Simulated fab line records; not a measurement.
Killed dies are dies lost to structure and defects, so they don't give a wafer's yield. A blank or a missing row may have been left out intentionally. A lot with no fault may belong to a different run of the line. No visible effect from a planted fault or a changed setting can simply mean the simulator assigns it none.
Chamber matching + flow n5 finfet + N5_FIN_CUT_ETCH_21 on rie diel-01: 4 sister chambers
The step etches SOC in N2/H2, target depth 219 nm, overetch 43.8 nm, time 523.5 s. 8 wafers are shown with their chamber, then 11 later ones without.

== WAFERS PAIRED WITH THEIR CHAMBERS ==
| wafer  | chamber | showerhead plenum p Torr (Torr) | drypump motor current A (A) |
|--------|---------|---------------------------------|-----------------------------|
| L083.6 | 0       | 2.45                            | 6.0                         |
| L086.2 | 0       | 2.44                            | 6.1                         |
| L086.5 | 3       | 2.44                            | 5.0                         |
| L089.3 | 1       | 2.61                            | 6.5                         |
| L089.6 | 3       | 2.44                            | 5.0                         |
| L091.4 | 1       | 2.60                            | 6.5                         |
| L091.5 | 2       | 2.64                            | 5.9                         |
| L095.2 | 2       | 2.63                            | 5.9                         |

== WAFERS WHOSE CHAMBER IS MISSING ==
| wafer  | showerhead plenum p Torr (Torr) | drypump motor current A (A) |
|--------|---------------------------------|-----------------------------|
| L095.3 | 2.44                            | 6.1                         |
| L095.5 | 2.63                            | 6.0                         |
| L096.2 | 2.43                            | 5.0                         |
| L096.4 | 2.60                            | 6.5                         |
| L096.6 | 2.44                            | 6.0                         |
| L097.1 | 2.63                            | 6.0                         |
| L097.2 | 2.60                            | 6.5                         |
| L097.3 | 2.44                            | 6.0                         |
| L097.4 | 2.43                            | 5.0                         |
| L097.5 | 2.43                            | 5.0                         |
| L097.6 | 2.63                            | 6.0                         |

== WHICH CHAMBER EACH ONE RAN IN ==
| wafer  | from the rows above | in truth |
|--------|---------------------|----------|
| L095.3 | 0                   | 0        |
| L095.5 | 2                   | 2        |
| L096.2 | 3                   | 3        |
| L096.4 | 1                   | 1        |
| L096.6 | 0                   | 0        |
| L097.1 | 2                   | 2        |
| L097.2 | 1                   | 1        |
| L097.3 | 0                   | 0        |
| L097.4 | 3                   | 3        |
| L097.5 | 3                   | 3        |
| L097.6 | 2                   | 2        |
Placed correctly: 11 of 11. From these rows, 0 cannot be placed. Number placed wrongly: 0.
How it was worked out, from the rows above alone: a wafer's distance from a chamber is the root of the sum, over the readings, of the square of ((its reading less the chamber's mean) divided by the reading's scatter). The wafer belongs to the nearest chamber; if the next one is less than 2 further off, it can't be placed. The mean given for a chamber averages the wafers shown for that chamber. How the scatter is found: for the shown wafers, subtract from each reading the mean of its chamber, square and add these, divide the total by (wafers less chambers), then take the root.
